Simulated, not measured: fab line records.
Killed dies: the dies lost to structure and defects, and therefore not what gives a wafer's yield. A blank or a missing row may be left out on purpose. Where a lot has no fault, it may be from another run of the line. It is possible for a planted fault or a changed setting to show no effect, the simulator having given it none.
Split-lot study + flow n5 finfet + 21 wafers read from 7 lots, route of 1938 steps

== SPLIT DETAILS ==
At N5_BEOL_M7_EXPOSE_25 (exposes mask V6, target cd 40 nm), the setting dose mj was moved away from the recipe's 42.5 on 5 of the 21 wafers read, by -6.6% to +5.8%. All remaining wafers had this setting at the recipe value.

== FROM THE SPLIT TO THE READING: what the file shows between them, 2 steps ==
- N5_BEOL_M7_PEB_26: peb time 60 s
- N5_BEOL_M7_DEVELOP_27: develop time 30 s

== THE READING ==
Shown in nm: cd nm at N5_BEOL_M7_CD_MEAS_28, with target cd 40 nm. Typical for fault-free wafers on this fab line: 40.11 nm, with standard deviation 0.27 nm.

| wafer  | tool, chamber at the split | dose mj as run | against the recipe | cd nm, nm | against lot-mates on the recipe |
|--------|----------------------------|----------------|--------------------|-----------|---------------------------------|
| L076.3 | euv scanner-02, 0          | 42.5           | recipe             | 40.02     | -                               |
| L076.4 | euv scanner-02, 0          | 39.69          | -6.6%              | 39.04     | -0.95                           |
| L076.6 | euv scanner-02, 0          | 42.5           | recipe             | 39.96     | -                               |
| L081.1 | euv scanner-02, 0          | 42.5           | recipe             | 40.46     | -                               |
| L081.2 | euv scanner-02, 0          | 42.5           | recipe             | 39.77     | -                               |
| L081.4 | euv scanner-02, 0          | 42.5           | recipe             | 39.91     | -                               |
| L080.1 | euv scanner-02, 0          | 42.5           | recipe             | 40.29     | -                               |
| L080.3 | euv scanner-02, 0          | 41.4           | -2.6%              | 39.67     | -0.80                           |
| L080.5 | euv scanner-02, 0          | 42.5           | recipe             | 40.64     | -                               |
| L084.2 | euv scanner-02, 0          | 42.5           | recipe             | 40.32     | -                               |
| L084.3 | euv scanner-02, 0          | 42.5           | recipe             | 39.98     | -                               |
| L084.4 | euv scanner-02, 0          | 42.5           | recipe             | 40.52     | -                               |
| L085.1 | euv scanner-02, 0          | 40.18          | -5.5%              | 39.02     | -0.84                           |
| L085.2 | euv scanner-02, 0          | 42.5           | recipe             | 39.69     | -                               |
| L085.4 | euv scanner-02, 0          | 42.5           | recipe             | 40.02     | -                               |
| L093.2 | euv scanner-01, 0          | 42.5           | recipe             | 40.28     | -                               |
| L093.3 | euv scanner-01, 0          | 42.5           | recipe             | 40.26     | -                               |
| L093.5 | euv scanner-01, 0          | 42.5           | recipe             | 40.10     | -                               |
| L095.1 | euv scanner-01, 0          | 44.96          | +5.8%              | 41.15     | +1.32                           |
| L095.2 | euv scanner-01, 0          | 44.96          | +5.8%              | 41.47     | +1.64                           |
| L095.5 | euv scanner-01, 0          | 42.5           | recipe             | 39.83     | -                               |

FIT RESULTS
A straight line over all 21 wafers: cd nm changes by +0.191 nm for each +1% of dose mj; r = +0.90; the points scatter about the line by 0.26 nm.
The same after taking each lot's own level away (the mean of its wafers on the recipe; 21 wafers): +0.205 nm for each +1%; r = +0.92; scatter 0.23 nm.
According to that fit, moving dose mj by its largest amount changes the reading by 1.4 nm.
The span of the lots' own levels, 39.830 to 40.465 nm, comes to 2.4 times the standard deviation stated above.
Hence the lot-to-lot level has little effect on the slope; both slopes agree.
Check: for one of the wafers moved furthest among these (-6.6%), held out of the fit, the line's prediction against its lot-mates is -1.48 nm. It came out at -0.95 nm against them.

== ADDITIONAL SPLITS CARRIED BY THESE WAFERS ==
These wafers also went through other splits before the reading. Each is held against what the fit with the lots' levels taken away leaves over:
| other split on the same wafers | wafers away from the commonest value | r with cd nm (lot level and that fit taken away) |
|--------------------------------|--------------------------------------|--------------------------------------------------|
| N5_BEOL_M6_ALD_77 ald cycles   | 8                                    | +0.00                                            |
| N5_BEOL_M7_COAT_71 spin rpm    | 6                                    | -0.07                                            |

== THE WHOLE CHAIN: every reading that the file lists as answering this split, in the file's order ==
| step                  | what it does                                         | reading                                                        | change (the file's fit)               | r (the file's) |
|-----------------------|------------------------------------------------------|----------------------------------------------------------------|---------------------------------------|----------------|
| N5_BEOL_M7_CD_MEAS_28 | target cd 40 nm                                      | cd nm                                                          | +0.189 nm for each +1% of the setting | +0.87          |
| N5_BEOL_M7_DESCUM_33  | chemistry O2, time 7 s                               | BEOL_M7.cd nm (the simulator's own value, which no gauge read) | +0.195 nm for each +1% of the setting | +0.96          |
| N5_BEOL_M7_ETCH_65    | etches SiARC in CF4, target depth 15.6 nm, time 26 s | BEOL_M7.cd nm (the simulator's own value, which no gauge read) | +0.194 nm for each +1% of the setting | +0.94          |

== FILE'S OWN FIT ==
cd nm changes by +0.189 nm for each +1% of dose mj, r = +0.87.
